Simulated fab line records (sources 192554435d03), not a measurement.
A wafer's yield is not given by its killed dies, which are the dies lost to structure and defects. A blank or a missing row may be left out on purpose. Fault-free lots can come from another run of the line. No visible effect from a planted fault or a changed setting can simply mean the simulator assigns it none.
Lot-split experiment | flow n5_finfet | 33 wafers read across 7 lots, on a route 1938 steps long

THE SPLIT ITSELF
At N5_BEOL_M9_TRENCH_ETCH_37 (etches SiCOH lowk in C4F6/O2, target depth 151.43 nm, time 49 s), the setting target_depth_a was moved away from the recipe's 1514.3 angstrom on 14 of the 33 wafers read, by -37.2% to +56.6%. For the rest of the wafers, this setting stayed at what the recipe calls for.

FROM THE SPLIT TO THE READING: what the file shows between them, 8 steps
- N5_BEOL_M9_ETCH_41: etches SiCN in CH3F/O2, target depth 36.6 nm, time 70.1 s
- N5_BEOL_M9_STRIP_80: strips in N2/H2, time 10 s
- N5_BEOL_M9_OCD_MEAS_38
- N5_BEOL_M9_HM_STRIP_39: strips TiN in peroxide tin strip, target depth 25 nm, time 158 s
- N5_BEOL_M9_SRD_40: time 30 s
- N5_BEOL_M9_ECD_50: material Cu, target thk 318 nm
- N5_BEOL_M9_ANNEAL_51: time 90 s
- N5_BEOL_M9_CMP_52: polishes, stops on SiCOH lowk, t overpolish 7 s, target thk 140 nm

THE READING
M9_THK, in nm, at N5_BEOL_M9_THK_MEAS_53 (measures by xrf). A value of 138.9 nm with a standard deviation of 2.5 nm is what fault-free wafers of this fab line usually give.

wafer  | tool, chamber at the split | target_depth_a as run, angstrom | against the recipe | M9_THK, nm | against lot-mates on the recipe
L075.1 | rie_diel-02, 1             | 1514.3                          | recipe             | 142.6      | -
L075.2 | rie_diel-02, 3             | 1514.3                          | recipe             | 145.6      | -
L075.3 | rie_diel-02, 0             | 1514.3                          | recipe             | 140.7      | -
L075.4 | rie_diel-02, 2             | 951.3                           | -37.2%             | 83.3       | -59.7
L075.5 | rie_diel-02, 1             | 951.3                           | -37.2%             | 86.5       | -56.5
L075.6 | rie_diel-02, 2             | 951.3                           | -37.2%             | 83.5       | -59.5
L077.1 | rie_diel-02, 1             | 1514.3                          | recipe             | 141.3      | -
L077.2 | rie_diel-02, 0             | 1514.3                          | recipe             | 135.9      | -
L077.5 | rie_diel-02, 3             | 1514.3                          | recipe             | 143.3      | -
L082.1 | rie_diel-04, 2             | 1514.3                          | recipe             | 140.9      | -
L082.2 | rie_diel-04, 1             | 1514.3                          | recipe             | 140.4      | -
L082.3 | rie_diel-04, 3             | 1758                            | +16.1%             | 163.0      | +23.4
L082.4 | rie_diel-04, 0             | 1514.3                          | recipe             | 137.6      | -
L082.5 | rie_diel-04, 1             | 1758                            | +16.1%             | 163.7      | +24.1
L082.6 | rie_diel-04, 0             | 1758                            | +16.1%             | 160.5      | +20.9
L085.2 | rie_diel-02, 1             | 1514.3                          | recipe             | 139.2      | -
L085.3 | rie_diel-02, 2             | 1514.3                          | recipe             | 140.9      | -
L085.4 | rie_diel-02, 0             | 1514.3                          | recipe             | 139.8      | -
L081.2 | rie_diel-03, 1             | 2089                            | +38.0%             | 196.3      | +57.5
L081.3 | rie_diel-03, 3             | 1514.3                          | recipe             | 138.8      | -
L081.5 | rie_diel-03, 2             | 2089                            | +38.0%             | 195.7      | +56.9
L087.1 | rie_diel-02, 1             | 1514.3                          | recipe             | 140.2      | -
L087.2 | rie_diel-02, 0             | 1514.3                          | recipe             | 136.6      | -
L087.3 | rie_diel-02, 2             | 2026                            | +33.8%             | 188.4      | +49.9
L087.4 | rie_diel-02, 1             | 2026                            | +33.8%             | 191.7      | +53.2
L087.5 | rie_diel-02, 2             | 1514.3                          | recipe             | 138.8      | -
L087.6 | rie_diel-02, 0             | 2026                            | +33.8%             | 187.1      | +48.6
L093.1 | rie_diel-04, 3             | 1514.3                          | recipe             | 133.0      | -
L093.2 | rie_diel-04, 1             | 2372                            | +56.6%             | 219.7      | +83.2
L093.3 | rie_diel-04, 2             | 1514.3                          | recipe             | 134.9      | -
L093.4 | rie_diel-04, 0             | 1514.3                          | recipe             | 141.6      | -
L093.5 | rie_diel-04, 3             | 2372                            | +56.6%             | 215.8      | +79.3
L093.6 | rie_diel-04, 2             | 2372                            | +56.6%             | 218.7      | +82.2

THE FIT
A straight line over all 33 wafers: M9_THK changes by +1.44 nm for each +1% of target_depth_a; r = +1.00; the points scatter about the line by 2.8 nm.
The same after taking each lot's own level away (the mean of its wafers on the recipe; 33 wafers): +1.49 nm for each +1%; r = +1.00; scatter 2.4 nm.
Per that fit: largest target_depth_a move, reading shift of 85 nm.
Across the lots, their own levels run from 136.50 to 142.97 nm, a range of 2.6 times the standard deviation given above.
Consequently the slope shifts little with the lot-to-lot level, the two slopes agreeing.
Check: +84.1 nm against its lot-mates is what the line predicts for one of the wafers moved furthest among these (+56.6%) when that wafer is left out of the fit. It came out at +83.2 nm against them.

THESE WAFERS: OTHER SPLITS
These wafers also went through other splits before the reading. Each is held against what the fit with the lots' levels taken away leaves over:
other split on the same wafers | wafers away from the commonest value | r with M9_THK (lot level and that fit taken away)
N5_BEOL_M6_VIA_ETCH_34 time_s  | 14                                   | +0.16

THE WHOLE CHAIN: every reading that the file lists as answering this split, in the file's order
step                      | what it does                                                       | reading                                                                          | change (the file's fit)                                                                 | r (the file's)
N5_BEOL_M9_TRENCH_ETCH_37 | etches SiCOH lowk in C4F6/O2, target depth 151.43 nm, time 49 s    | BEOL_M9.feature_depth_nm (the simulator's own value, which no gauge read)        | +1.5 nm for each +1% of the setting                                                     | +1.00
N5_BEOL_M9_TRENCH_ETCH_37 | etches SiCOH lowk in C4F6/O2, target depth 151.43 nm, time 49 s    | etch.depth_nm (the simulator's own value, which no gauge read)                   | +1.5 nm for each +1% of the setting                                                     | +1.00
N5_BEOL_M9_TRENCH_ETCH_37 | etches SiCOH lowk in C4F6/O2, target depth 151.43 nm, time 49 s    | TiN_of_BEOL_M9_HM_DEP_02.thk_nm (the simulator's own value, which no gauge read) | -0.0406 nm for each +1% of the setting                                                  | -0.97
N5_BEOL_M9_OCD_MEAS_38    |                                                                    | trench_depth_nm                                                                  | +1.5 nm for each +1% of the setting                                                     | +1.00
N5_BEOL_M9_CMP_52         | polishes, stops on SiCOH lowk, t overpolish 7 s, target thk 140 nm | Cu_of_BEOL_M9_ECD_50.thk_nm (the simulator's own value, which no gauge read)     | +1.49 nm for each +1% of the setting                                                    | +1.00
N5_BEOL_M9_THK_MEAS_53    | measures by xrf                                                    | M9_THK                                                                           | +1.48 for each +1% of the setting                                                       | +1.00
N5_BEOL_M9_RS_MEAS_57     | measures by four-point-probe                                       | M9_RS                                                                            | not straight: 0.2699 at the lowest setting, 0.1513 at the recipe, 0.0927 at the highest | not given

THE FILE'S OWN FIT
M9_THK changes by +1.48 nm for each +1% of target_depth_a, r = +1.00.
